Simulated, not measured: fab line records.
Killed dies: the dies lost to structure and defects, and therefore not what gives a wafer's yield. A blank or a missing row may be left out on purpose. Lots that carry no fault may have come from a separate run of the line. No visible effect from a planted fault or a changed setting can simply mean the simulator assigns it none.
Which tool did it? / flow n5Finfet / 24 lots with 72 wafers sampled at 6 steps, on a route of 1938 steps

## WHAT THE GAUGES READ, wafer by wafer
N5_SD_EPI_N_INSPECT_11: inspects for defects (macro). Usual: 1.8 for rawDefectCount, sd 1.4.
lot=L074; measured=day 3 04:01; on=defectInspect-01; rawDefectCount=2 0 1; flag=
lot=L075; measured=day 3 07:43; on=defectInspect-01; rawDefectCount=2 3 1; flag=
lot=L076; measured=day 3 12:49; on=defectInspect-02; rawDefectCount=3 2 0; flag=
lot=L077; measured=day 3 20:49; on=defectInspect-01; rawDefectCount=0 1 0; flag=
lot=L078; measured=day 4 01:46; on=defectInspect-01; rawDefectCount=2 3 1; flag=
lot=L079; measured=day 4 07:33; on=defectInspect-01; rawDefectCount=2 3 2; flag=
lot=L080; measured=day 4 11:41; on=defectInspect-02; rawDefectCount=0 1 2; flag=
lot=L081; measured=day 4 17:31; on=defectInspect-01; rawDefectCount=1 2 2; flag=
lot=L082; measured=day 5 06:05; on=defectInspect-02; rawDefectCount=3 2 2; flag=
lot=L083; measured=day 5 11:46; on=defectInspect-01; rawDefectCount=0 1 0; flag=
lot=L084; measured=day 5 18:08; on=defectInspect-02; rawDefectCount=0 0 0; flag=
lot=L085; measured=day 5 23:49; on=defectInspect-02; rawDefectCount=4 4 2; flag=
lot=L086; measured=day 6 09:42; on=defectInspect-02; rawDefectCount=2 1 4; flag=
lot=L087; measured=day 6 13:56; on=defectInspect-02; rawDefectCount=4 0 3; flag=
lot=L088; measured=day 6 17:05; on=defectInspect-02; rawDefectCount=4 4 0; flag=
lot=L089; measured=day 6 21:40; on=defectInspect-01; rawDefectCount=1 0 3; flag=
lot=L090; measured=day 7 03:38; on=defectInspect-01; rawDefectCount=1 2 1; flag=
lot=L091; measured=day 7 08:05; on=defectInspect-01; rawDefectCount=2 0 4; flag=
lot=L092; measured=day 7 14:08; on=defectInspect-01; rawDefectCount=1 2 0; flag=
lot=L093; measured=day 7 17:34; on=defectInspect-01; rawDefectCount=2 1 2; flag=
lot=L094; measured=day 8 01:38; on=defectInspect-02; rawDefectCount=6 1 2; flag=
lot=L095; measured=day 8 09:34; on=defectInspect-01; rawDefectCount=3 1 2; flag=
lot=L096; measured=day 8 12:49; on=defectInspect-01; rawDefectCount=0 1 0; flag=
lot=L097; measured=day 8 19:25; on=defectInspect-02; rawDefectCount=1 3 0; flag=

N5_SD_EPI_N_EPI_MEAS_23. Usual: 58.8 nm for thkNm, sd 1.4.
lot=L074; measured=day 3 07:27; on=filmMetro-02; thkNm (nm)=58.5 59.7 59.1; flag=
lot=L075; measured=day 3 11:11; on=filmMetro-02; thkNm (nm)=57.7 57.0 55.9; flag=
lot=L076; measured=day 3 16:14; on=filmMetro-02; thkNm (nm)=59.8 58.4 57.3; flag=
lot=L077; measured=day 4 00:16; on=filmMetro-01; thkNm (nm)=59.5 58.3 58.9; flag=
lot=L078; measured=day 4 05:16; on=filmMetro-02; thkNm (nm)=60.3 57.4 58.6; flag=
lot=L079; measured=day 4 11:07; on=filmMetro-02; thkNm (nm)=59.3 56.0 58.3; flag=
lot=L080; measured=day 4 15:08; on=filmMetro-02; thkNm (nm)=57.1 58.7 58.1; flag=
lot=L081; measured=day 4 20:56; on=filmMetro-02; thkNm (nm)=58.9 59.3 59.5; flag=
lot=L082; measured=day 5 09:48; on=filmMetro-01; thkNm (nm)=60.4 59.3 58.0; flag=
lot=L083; measured=day 5 15:25; on=filmMetro-02; thkNm (nm)=61.5 57.5 59.7; flag=
lot=L084; measured=day 5 21:35; on=filmMetro-02; thkNm (nm)=58.5 58.1 59.5; flag=
lot=L085; measured=day 6 03:25; on=filmMetro-01; thkNm (nm)=56.6 56.7 54.6; flag=
lot=L086; measured=day 6 13:25; on=filmMetro-02; thkNm (nm)=58.7 61.0 61.1; flag=
lot=L087; measured=day 6 17:27; on=filmMetro-01; thkNm (nm)=60.5 58.5 58.7; flag=
lot=L088; measured=day 6 21:24; on=filmMetro-02; thkNm (nm)=59.7 61.4 61.1; flag=
lot=L089; measured=day 7 01:11; on=filmMetro-01; thkNm (nm)=58.0 60.7 57.5; flag=
lot=L090; measured=day 7 07:32; on=filmMetro-02; thkNm (nm)=59.7 58.7 58.2; flag=
lot=L091; measured=day 7 12:14; on=filmMetro-02; thkNm (nm)=58.6 58.4 59.7; flag=
lot=L092; measured=day 7 17:35; on=filmMetro-02; thkNm (nm)=58.1 60.7 59.5; flag=
lot=L093; measured=day 7 22:10; on=filmMetro-02; thkNm (nm)=58.9 59.5 58.4; flag=
lot=L094; measured=day 8 05:29; on=filmMetro-02; thkNm (nm)=57.5 58.6 58.5; flag=
lot=L095; measured=day 8 14:01; on=filmMetro-02; thkNm (nm)=61.4 60.4 60.5; flag=
lot=L096; measured=day 8 16:16; on=filmMetro-01; thkNm (nm)=57.9 60.4 58.8; flag=
lot=L097; measured=day 8 23:05; on=filmMetro-01; thkNm (nm)=60.5 59.7 57.8; flag=

N5_SDB_CD_MEAS_11 targets a cd of 50 nm. Usual: 49.3 nm for cdNm, sd 1.8.
lot=L074; measured=day 3 21:23; on=cdSem-03; cdNm (nm)=50.7 50.9 49.7; flag=
lot=L075; measured=day 3 23:49; on=cdSem-01; cdNm (nm)=47.4 48.0 47.0; flag=
lot=L076; measured=day 4 04:49; on=cdSem-03; cdNm (nm)=51.0 49.4 49.7; flag=
lot=L077; measured=day 4 12:37; on=cdSem-03; cdNm (nm)=48.2 48.0 48.1; flag=
lot=L078; measured=day 4 18:32; on=cdSem-01; cdNm (nm)=50.2 50.6 49.8; flag=
lot=L079; measured=day 4 23:58; on=cdSem-02; cdNm (nm)=48.5 48.4 47.0; flag=
lot=L080; measured=day 5 05:17; on=cdSem-02; cdNm (nm)=49.1 48.7 48.6; flag=
lot=L081; measured=day 5 11:40; on=cdSem-03; cdNm (nm)=50.2 50.1 50.6; flag=
lot=L082; measured=day 5 23:32; on=cdSem-02; cdNm (nm)=52.4 51.8 47.6; flag=
lot=L083; measured=day 6 05:49; on=cdSem-03; cdNm (nm)=51.5 51.1 50.9; flag=
lot=L084; measured=day 6 10:58; on=cdSem-02; cdNm (nm)=49.5 51.2 50.4; flag=
lot=L085; measured=day 6 16:24; on=cdSem-02; cdNm (nm)=52.9 48.3 51.3; flag=
lot=L086; measured=day 7 02:08; on=cdSem-02; cdNm (nm)=47.3 46.4 46.3; flag=
lot=L087; measured=day 7 06:11; on=cdSem-02; cdNm (nm)=49.8 48.2 48.7; flag=
lot=L088; measured=day 7 09:52; on=cdSem-03; cdNm (nm)=47.7 50.2 50.2; flag=
lot=L089; measured=day 7 13:41; on=cdSem-03; cdNm (nm)=53.1 52.9 53.5; flag=
lot=L090; measured=day 7 21:05; on=cdSem-02; cdNm (nm)=50.6 50.2 50.6; flag=
lot=L091; measured=day 8 00:56; on=cdSem-03; cdNm (nm)=47.2 47.0 46.7; flag=
lot=L092; measured=day 8 06:10; on=cdSem-02; cdNm (nm)=48.8 50.6 51.0; flag=
lot=L093; measured=day 8 12:14; on=cdSem-03; cdNm (nm)=46.6 46.8 46.7; flag=
lot=L094; measured=day 8 18:19; on=cdSem-03; cdNm (nm)=49.7 49.5 49.5; flag=
lot=L095; measured=day 9 02:08; on=cdSem-03; cdNm (nm)=51.0 48.9 49.9; flag=
lot=L096; measured=day 9 05:49; on=cdSem-02; cdNm (nm)=48.4 47.7 47.9; flag=
lot=L097; measured=day 9 12:34; on=cdSem-02; cdNm (nm)=48.2 47.7 49.0; flag=

N5_HKMG_FIN_CD_MEAS_12 targets a cd of 92.8 nm. Usual: 92.6 nm for cdNm, sd 0.71.
lot=L074; measured=day 4 06:55; on=cdSem-01; cdNm (nm)=93.2 93.2 93.1; flag=
lot=L075; measured=day 4 09:50; on=cdSem-01; cdNm (nm)=92.4 92.0 92.4; flag=
lot=L076; measured=day 4 14:14; on=cdSem-03; cdNm (nm)=93.4 93.3 93.2; flag=
lot=L077; measured=day 4 21:49; on=cdSem-03; cdNm (nm)=93.7 91.8 93.0; flag=
lot=L078; measured=day 5 03:47; on=cdSem-03; cdNm (nm)=92.4 92.4 93.0; flag=
lot=L079; measured=day 5 09:32; on=cdSem-02; cdNm (nm)=92.3 92.9 92.9; flag=
lot=L080; measured=day 5 16:22; on=cdSem-03; cdNm (nm)=93.1 92.5 93.5; flag=
lot=L081; measured=day 5 22:06; on=cdSem-02; cdNm (nm)=91.7 92.0 92.1; flag=
lot=L082; measured=day 6 09:55; on=cdSem-02; cdNm (nm)=93.7 92.5 93.7; flag=
lot=L083; measured=day 6 15:39; on=cdSem-02; cdNm (nm)=93.0 93.1 92.8; flag=
lot=L084; measured=day 6 20:09; on=cdSem-02; cdNm (nm)=91.7 93.1 93.7; flag=
lot=L085; measured=day 7 01:14; on=cdSem-03; cdNm (nm)=92.6 93.5 93.1; flag=
lot=L086; measured=day 7 10:55; on=cdSem-02; cdNm (nm)=93.2 91.2 92.3; flag=
lot=L087; measured=day 7 15:24; on=cdSem-02; cdNm (nm)=93.1 93.2 91.8; flag=
lot=L088; measured=day 7 18:50; on=cdSem-02; cdNm (nm)=92.3 91.0 91.7; flag=
lot=L089; measured=day 7 22:37; on=cdSem-02; cdNm (nm)=92.0 92.6 91.6; flag=
lot=L090; measured=day 8 06:35; on=cdSem-02; cdNm (nm)=93.2 92.2 92.7; flag=
lot=L091; measured=day 8 10:43; on=cdSem-02; cdNm (nm)=92.7 91.3 92.0; flag=
lot=L092; measured=day 8 15:04; on=cdSem-02; cdNm (nm)=93.1 92.4 92.1; flag=
lot=L093; measured=day 8 22:23; on=cdSem-02; cdNm (nm)=92.0 92.7 92.1; flag=
lot=L094; measured=day 9 03:05; on=cdSem-03; cdNm (nm)=93.1 94.4 93.9; flag=
lot=L095; measured=day 9 11:11; on=cdSem-01; cdNm (nm)=92.6 92.2 92.4; flag=
lot=L096; measured=day 9 15:05; on=cdSem-02; cdNm (nm)=93.9 92.7 93.1; flag=
lot=L097; measured=day 9 21:27; on=cdSem-01; cdNm (nm)=90.8 92.3 91.4; flag=

## WHICH TOOL RAN EACH LOT (tool, then ch and the chambers of the sampled wafers, then the start)
lot=L074; N5_SD_EPI_N_ETCHBACK_44=rieDiel-06 ch 1,3, day 3 04:28; N5_HKMG_FIN_CVD_62=thermalCvdSi-01 ch 1,2, day 4 05:19
lot=L075; N5_SD_EPI_N_ETCHBACK_44=rieDiel-05 ch 1,2,3, day 3 08:13; N5_HKMG_FIN_CVD_62=thermalCvdSi-02 ch 0,1, day 4 08:14
lot=L076; N5_SD_EPI_N_ETCHBACK_44=rieDiel-05 ch 0,1,3, day 3 13:16; N5_HKMG_FIN_CVD_62=thermalCvdSi-01 ch 0,2, day 4 12:34
lot=L077; N5_SD_EPI_N_ETCHBACK_44=rieDiel-06 ch 1,3, day 3 21:16; N5_HKMG_FIN_CVD_62=thermalCvdSi-02 ch 1,2, day 4 20:04
lot=L078; N5_SD_EPI_N_ETCHBACK_44=rieDiel-06 ch 2,3, day 4 02:17; N5_HKMG_FIN_CVD_62=thermalCvdSi-01 ch 0,1,2, day 5 02:07
lot=L079; N5_SD_EPI_N_ETCHBACK_44=rieDiel-05 ch 0,2,3, day 4 08:07; N5_HKMG_FIN_CVD_62=thermalCvdSi-02 ch 0,1, day 5 08:07
lot=L080; N5_SD_EPI_N_ETCHBACK_44=rieDiel-05 ch 0,2,3, day 4 12:08; N5_HKMG_FIN_CVD_62=thermalCvdSi-01 ch 0,1, day 5 14:41
lot=L081; N5_SD_EPI_N_ETCHBACK_44=rieDiel-05 ch 0,3, day 4 17:58; N5_HKMG_FIN_CVD_62=thermalCvdSi-02 ch 0,1,2, day 5 20:34
lot=L082; N5_SD_EPI_N_ETCHBACK_44=rieDiel-05 ch 0,3, day 5 06:47; N5_HKMG_FIN_CVD_62=thermalCvdSi-01 ch 0,1, day 6 08:11
lot=L083; N5_SD_EPI_N_ETCHBACK_44=rieDiel-05 ch 0,2,3, day 5 12:13; N5_HKMG_FIN_CVD_62=thermalCvdSi-02 ch 0,1,2, day 6 13:59
lot=L084; N5_SD_EPI_N_ETCHBACK_44=rieDiel-05 ch 0,1,2, day 5 18:35; N5_HKMG_FIN_CVD_62=thermalCvdSi-01 ch 0,1,2, day 6 18:43
lot=L085; N5_SD_EPI_N_ETCHBACK_44=rieDiel-03 ch 1,2,3, day 6 00:27; N5_HKMG_FIN_CVD_62=thermalCvdSi-02 ch 0,2, day 6 23:47
lot=L086; N5_SD_EPI_N_ETCHBACK_44=rieDiel-06 ch 0,2, day 6 10:25; N5_HKMG_FIN_CVD_62=thermalCvdSi-01 ch 0,1, day 7 09:29
lot=L087; N5_SD_EPI_N_ETCHBACK_44=rieDiel-03 ch 0,2, day 6 14:26; N5_HKMG_FIN_CVD_62=thermalCvdSi-02 ch 1,2, day 7 13:44
lot=L088; N5_SD_EPI_N_ETCHBACK_44=rieDiel-03 ch 0,2,3, day 6 17:35; N5_HKMG_FIN_CVD_62=thermalCvdSi-01 ch 0,1,2, day 7 17:20
lot=L089; N5_SD_EPI_N_ETCHBACK_44=rieDiel-06 ch 0,3, day 6 22:10; N5_HKMG_FIN_CVD_62=thermalCvdSi-02 ch 0,1,2, day 7 21:03
lot=L090; N5_SD_EPI_N_ETCHBACK_44=rieDiel-05 ch 0,1,2, day 7 04:33; N5_HKMG_FIN_CVD_62=thermalCvdSi-01 ch 1,2, day 8 05:02
lot=L091; N5_SD_EPI_N_ETCHBACK_44=rieDiel-06 ch 1,2,3, day 7 08:31; N5_HKMG_FIN_CVD_62=thermalCvdSi-02 ch 0,1, day 8 09:04
lot=L092; N5_SD_EPI_N_ETCHBACK_44=rieDiel-05 ch 0,1,2, day 7 14:35; N5_HKMG_FIN_CVD_62=thermalCvdSi-01 ch 0,1, day 8 13:33
lot=L093; N5_SD_EPI_N_ETCHBACK_44=rieDiel-03 ch 1,3, day 7 18:27; N5_HKMG_FIN_CVD_62=thermalCvdSi-02 ch 0,1,2, day 8 20:50
lot=L094; N5_SD_EPI_N_ETCHBACK_44=rieDiel-06 ch 0,1,3, day 8 02:31; N5_HKMG_FIN_CVD_62=thermalCvdSi-01 ch 0,1,2, day 9 01:32
lot=L095; N5_SD_EPI_N_ETCHBACK_44=rieDiel-05 ch 0,1, day 8 10:46; N5_HKMG_FIN_CVD_62=thermalCvdSi-02 ch 0,1,2, day 9 09:34
lot=L096; N5_SD_EPI_N_ETCHBACK_44=rieDiel-05 ch 1,2, day 8 13:16; N5_HKMG_FIN_CVD_62=thermalCvdSi-01 ch 0,1, day 9 13:25
lot=L097; N5_SD_EPI_N_ETCHBACK_44=rieDiel-03 ch 0,2, day 8 20:05; N5_HKMG_FIN_CVD_62=thermalCvdSi-02 ch 0,1,2, day 9 19:54
- N5_SD_EPI_N_ETCHBACK_44: etches SiNx in CH3F/O2, stops on SiO2, target depth 14.5 nm.
- N5_HKMG_FIN_CVD_62: deposits a-Si from Si2H6, target thk 3 nm, time 20.8 s.

## AS READ BY THE TOOLS THEMSELVES (means over the sampled wafers that have a number; for cases with no such wafer, the mark the record gives instead)
N5_SD_EPI_N_ETCHBACK_44. Usual: drypumpMotorCurrentA 5.5 A, standard deviation 0.52; oes_o_777_au 0.78 a.u., standard deviation 0.1; oesProductAu 0.67 a.u., standard deviation 0.082; rfVppV 295 V, standard deviation 7.2; showerheadPlenumPTorr 2.00 Torr, standard deviation 0.051; throttleValvePct 16.43 %, standard deviation 0.22.
lot=L074; tool=rieDiel-06; drypumpMotorCurrentA (A)=5.5; oes_o_777_au (a.u.)=0.70; oesProductAu (a.u.)=0.62; rfVppV (V)=294; showerheadPlenumPTorr (Torr)=2.03; throttleValvePct (%)=16.67; flag=
lot=L075; tool=rieDiel-05; drypumpMotorCurrentA (A)=5.3; oes_o_777_au (a.u.)=0.73; oesProductAu (a.u.)=0.63; rfVppV (V)=296; showerheadPlenumPTorr (Torr)=1.99; throttleValvePct (%)=16.45; flag=
lot=L076; tool=rieDiel-05; drypumpMotorCurrentA (A)=5.7; oes_o_777_au (a.u.)=0.78; oesProductAu (a.u.)=0.68; rfVppV (V)=299; showerheadPlenumPTorr (Torr)=2.00; throttleValvePct (%)=16.45; flag=
lot=L077; tool=rieDiel-06; drypumpMotorCurrentA (A)=5.5; oes_o_777_au (a.u.)=0.69; oesProductAu (a.u.)=0.61; rfVppV (V)=294; showerheadPlenumPTorr (Torr)=2.03; throttleValvePct (%)=16.68; flag=
lot=L078; tool=rieDiel-06; drypumpMotorCurrentA (A)=4.8; oes_o_777_au (a.u.)=0.72; oesProductAu (a.u.)=0.61; rfVppV (V)=293; showerheadPlenumPTorr (Torr)=2.06; throttleValvePct (%)=16.64; flag=
lot=L079; tool=rieDiel-05; drypumpMotorCurrentA (A)=5.6; oes_o_777_au (a.u.)=0.82; oesProductAu (a.u.)=0.70; rfVppV (V)=291; showerheadPlenumPTorr (Torr)=1.96; throttleValvePct (%)=16.40; flag=
lot=L080; tool=rieDiel-05; drypumpMotorCurrentA (A)=5.6; oes_o_777_au (a.u.)=0.81; oesProductAu (a.u.)=0.69; rfVppV (V)=291; showerheadPlenumPTorr (Torr)=1.96; throttleValvePct (%)=16.40; flag=
lot=L081; tool=rieDiel-05; drypumpMotorCurrentA (A)=6.0; oes_o_777_au (a.u.)=0.86; oesProductAu (a.u.)=0.74; rfVppV (V)=295; showerheadPlenumPTorr (Torr)=1.98; throttleValvePct (%)=16.39; flag=
lot=L082; tool=rieDiel-05; drypumpMotorCurrentA (A)=6.0; oes_o_777_au (a.u.)=0.78; oesProductAu (a.u.)=0.68; rfVppV (V)=296; showerheadPlenumPTorr (Torr)=1.98; throttleValvePct (%)=16.45; flag=
lot=L083; tool=rieDiel-05; drypumpMotorCurrentA (A)=5.6; oes_o_777_au (a.u.)=0.80; oesProductAu (a.u.)=0.68; rfVppV (V)=290; showerheadPlenumPTorr (Torr)=1.96; throttleValvePct (%)=16.43; flag=
lot=L084; tool=rieDiel-05; drypumpMotorCurrentA (A)=5.3; oes_o_777_au (a.u.)=0.86; oesProductAu (a.u.)=0.73; rfVppV (V)=294; showerheadPlenumPTorr (Torr)=1.97; throttleValvePct (%)=16.30; flag=
lot=L085; tool=rieDiel-03; drypumpMotorCurrentA (A)=5.7; oes_o_777_au (a.u.)=0.78; oesProductAu (a.u.)=0.67; rfVppV (V)=301; showerheadPlenumPTorr (Torr)=2.01; throttleValvePct (%)=16.39; flag=
lot=L086; tool=rieDiel-06; drypumpMotorCurrentA (A)=4.9; oes_o_777_au (a.u.)=0.79; oesProductAu (a.u.)=0.65; rfVppV (V)=290; showerheadPlenumPTorr (Torr)=1.99; throttleValvePct (%)=16.41; flag=
lot=L087; tool=rieDiel-03; drypumpMotorCurrentA (A)=6.1; oes_o_777_au (a.u.)=0.74; oesProductAu (a.u.)=0.66; rfVppV (V)=304; showerheadPlenumPTorr (Torr)=2.01; throttleValvePct (%)=16.55; flag=
lot=L088; tool=rieDiel-03; drypumpMotorCurrentA (A)=5.9; oes_o_777_au (a.u.)=0.76; oesProductAu (a.u.)=0.66; rfVppV (V)=304; showerheadPlenumPTorr (Torr)=2.02; throttleValvePct (%)=16.45; flag=
lot=L089; tool=rieDiel-06; drypumpMotorCurrentA (A)=5.0; oes_o_777_au (a.u.)=0.79; oesProductAu (a.u.)=0.66; rfVppV (V)=292; showerheadPlenumPTorr (Torr)=2.09; throttleValvePct (%)=16.48; flag=
lot=L090; tool=rieDiel-05; drypumpMotorCurrentA (A)=5.2; oes_o_777_au (a.u.)=0.83; oesProductAu (a.u.)=0.72; rfVppV (V)=295; showerheadPlenumPTorr (Torr)=1.97; throttleValvePct (%)=16.32; flag=
lot=L091; tool=rieDiel-06; drypumpMotorCurrentA (A)=5.1; oes_o_777_au (a.u.)=0.69; oesProductAu (a.u.)=0.59; rfVppV (V)=292; showerheadPlenumPTorr (Torr)=2.01; throttleValvePct (%)=16.70; flag=
lot=L092; tool=rieDiel-05; drypumpMotorCurrentA (A)=5.3; oes_o_777_au (a.u.)=0.82; oesProductAu (a.u.)=0.71; rfVppV (V)=295; showerheadPlenumPTorr (Torr)=1.97; throttleValvePct (%)=16.33; flag=
lot=L093; tool=rieDiel-03; drypumpMotorCurrentA (A)=5.6; oes_o_777_au (a.u.)=0.77; oesProductAu (a.u.)=0.67; rfVppV (V)=301; showerheadPlenumPTorr (Torr)=2.00; throttleValvePct (%)=16.41; flag=
lot=L094; tool=rieDiel-06; drypumpMotorCurrentA (A)=5.3; oes_o_777_au (a.u.)=0.76; oesProductAu (a.u.)=0.65; rfVppV (V)=291; showerheadPlenumPTorr (Torr)=2.04; throttleValvePct (%)=16.51; flag=
lot=L095; tool=rieDiel-05; drypumpMotorCurrentA (A)=5.4; oes_o_777_au (a.u.)=0.83; oesProductAu (a.u.)=0.74; rfVppV (V)=303; showerheadPlenumPTorr (Torr)=2.01; throttleValvePct (%)=16.23; flag=
lot=L096; tool=rieDiel-05; drypumpMotorCurrentA (A)=5.0; oes_o_777_au (a.u.)=0.79; oesProductAu (a.u.)=0.66; rfVppV (V)=290; showerheadPlenumPTorr (Torr)=1.95; throttleValvePct (%)=16.37; flag=
lot=L097; tool=rieDiel-03; drypumpMotorCurrentA (A)=6.0; oes_o_777_au (a.u.)=0.90; oesProductAu (a.u.)=0.78; rfVppV (V)=304; showerheadPlenumPTorr (Torr)=2.02; throttleValvePct (%)=16.21; flag=

N5_HKMG_FIN_CVD_62. Usual: 1460 W for heaterPowerW, sd 140.
lot=L074; tool=thermalCvdSi-01; heaterPowerW (W)=1416; flag=
lot=L075; tool=thermalCvdSi-02; heaterPowerW (W)=1492; flag=
lot=L076; tool=thermalCvdSi-01; heaterPowerW (W)=1415; flag=
lot=L077; tool=thermalCvdSi-02; heaterPowerW (W)=1380; flag=
lot=L078; tool=thermalCvdSi-01; heaterPowerW (W)=1504; flag=
lot=L079; tool=thermalCvdSi-02; heaterPowerW (W)=1551; flag=
lot=L080; tool=thermalCvdSi-01; heaterPowerW (W)=1555; flag=
lot=L081; tool=thermalCvdSi-02; heaterPowerW (W)=1417; flag=
lot=L082; tool=thermalCvdSi-01; heaterPowerW (W)=1584; flag=
lot=L083; tool=thermalCvdSi-02; heaterPowerW (W)=1428; flag=
lot=L084; tool=thermalCvdSi-01; heaterPowerW (W)=1489; flag=
lot=L085; tool=thermalCvdSi-02; heaterPowerW (W)=1460; flag=
lot=L086; tool=thermalCvdSi-01; heaterPowerW (W)=1586; flag=
lot=L087; tool=thermalCvdSi-02; heaterPowerW (W)=1301; flag=
lot=L088; tool=thermalCvdSi-01; heaterPowerW (W)=1486; flag=
lot=L089; tool=thermalCvdSi-02; heaterPowerW (W)=1424; flag=
lot=L090; tool=thermalCvdSi-01; heaterPowerW (W)=1440; flag=
lot=L091; tool=thermalCvdSi-02; heaterPowerW (W)=1552; flag=
lot=L092; tool=thermalCvdSi-01; heaterPowerW (W)=1568; flag=
lot=L093; tool=thermalCvdSi-02; heaterPowerW (W)=1406; flag=
lot=L094; tool=thermalCvdSi-01; heaterPowerW (W)=1484; flag=
lot=L095; tool=thermalCvdSi-02; heaterPowerW (W)=1403; flag=
lot=L096; tool=thermalCvdSi-01; heaterPowerW (W)=1566; flag=
lot=L097; tool=thermalCvdSi-02; heaterPowerW (W)=1436; flag=

## THE ANSWER, worked out from the rows above alone
Rule: take the mean of a lot's wafers that have a number; if it is more than 3 standard deviations from the usual mean, the lot is off. A lot without any number at a reading at which 4 lots or more have one is off too. Any other lot the step has rows for is counted as sound. The gauges are gone through in route order, then the tools' own readings, and for those a lot's mean is taken as printed above. At the first step where some lot is off, the reading lying furthest off is the one used; lots without a number count as furthest.
No lot is off at any reading shown: from this, nothing can be told.

## WHAT THE SIMULATOR HAD PUT IN
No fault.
